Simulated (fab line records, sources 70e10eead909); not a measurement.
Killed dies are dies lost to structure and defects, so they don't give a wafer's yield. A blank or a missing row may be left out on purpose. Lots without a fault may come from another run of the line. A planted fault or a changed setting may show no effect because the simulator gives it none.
Chamber matching | flow nand_harc | NHARC_A_STAIRCASE_STRIP_476 on rie_diel-11: 4 sister chambers
The step strips in O2, time 20 s. 4 wafers are shown with their chamber, then 9 later ones without.

WAFERS WITH THEIR CHAMBER
wafer  | chamber | showerhead_plenum_p_Torr (Torr)
L078.1 | 0       | 3.33
L087.4 | 1       | 3.55
L090.1 | 3       | 3.44
L090.5 | 2       | 3.45

WAFERS WITHOUT THEIR CHAMBER
wafer  | showerhead_plenum_p_Torr (Torr)
L093.1 | 3.55
L093.2 | 3.43
L093.5 | 3.44
L096.2 | 3.44
L096.5 | 3.31
L096.6 | 3.43
L095.1 | 3.31
L095.2 | 3.55
L095.6 | 3.44

WHICH CHAMBER EACH WENT THROUGH
wafer  | from the rows above     | in truth
L093.1 | 1                       | 1
L093.2 | can't be placed: 3 or 2 | 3
L093.5 | can't be placed: 3 or 2 | 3
L096.2 | can't be placed: 3 or 2 | 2
L096.5 | 0                       | 0
L096.6 | can't be placed: 3 or 2 | 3
L095.1 | 0                       | 0
L095.2 | 1                       | 1
L095.6 | can't be placed: 3 or 2 | 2
Placed correctly: 4 of 9. Can't be placed from these rows: 5 (the true chamber is among the candidates in 5). Placed wrongly: 0.
How it was worked out, from the rows above alone: a wafer's distance from a chamber is the root of the sum, over the readings, of the square of ((its reading less the chamber's mean) divided by the reading's scatter). The wafer belongs to the nearest chamber; if the next one is less than 2 further off, it can't be placed. A chamber's mean is the mean of its shown wafers. The scatter: with one shown wafer a chamber, the root of the mean of the squares of how far each hidden wafer lies from its nearest shown one.
